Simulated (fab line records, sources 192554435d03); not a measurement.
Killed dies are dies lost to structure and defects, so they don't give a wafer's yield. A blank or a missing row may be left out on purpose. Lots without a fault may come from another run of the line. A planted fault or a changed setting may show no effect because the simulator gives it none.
Chamber matching | flow n5_finfet | N5_BEOL_M9_CURE_71 on uv_cure-02: 3 sister chambers
The step cures SiCOH lowk, time 240 s. 3 wafers are shown with their chamber, then 12 later ones without.

WAFERS WITH THEIR CHAMBER
wafer  | chamber | wafer_temp_C_max
L079.4 | 2       | 386.4
L082.4 | 0       | 386.7
L086.5 | 1       | 386.7

WAFERS WITHOUT THEIR CHAMBER
wafer  | wafer_temp_C_max
L085.2 | 387.0
L085.4 | 387.9
L085.5 | 387.9
L089.4 | 386.8
L089.5 | 386.4
L089.6 | 387.0
L087.2 | 386.9
L087.4 | 386.8
L087.5 | 386.5
L091.1 | 386.6
L091.3 | 386.8
L091.6 | 386.8

WHICH CHAMBER EACH WENT THROUGH
wafer  | from the rows above          | in truth
L085.2 | can't be placed: 0 or 1 or 2 | 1
L085.4 | can't be placed: 0 or 1 or 2 | 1
L085.5 | can't be placed: 0 or 1 or 2 | 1
L089.4 | can't be placed: 0 or 1 or 2 | 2
L089.5 | can't be placed: 2 or 0 or 1 | 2
L089.6 | can't be placed: 0 or 1 or 2 | 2
L087.2 | can't be placed: 0 or 1 or 2 | 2
L087.4 | can't be placed: 0 or 1 or 2 | 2
L087.5 | can't be placed: 2 or 0 or 1 | 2
L091.1 | can't be placed: 0 or 1 or 2 | 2
L091.3 | can't be placed: 0 or 1 or 2 | 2
L091.6 | can't be placed: 0 or 1 or 2 | 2
Placed correctly: 0 of 12. Can't be placed from these rows: 12 (the true chamber is among the candidates in 12). Placed wrongly: 0.
How it was worked out, from the rows above alone: a wafer's distance from a chamber is the root of the sum, over the readings, of the square of ((its reading less the chamber's mean) divided by the reading's scatter). The wafer belongs to the nearest chamber; if the next one is less than 2 further off, it can't be placed. A chamber's mean is the mean of its shown wafers. The scatter: with one shown wafer a chamber, the root of the mean of the squares of how far each hidden wafer lies from its nearest shown one.
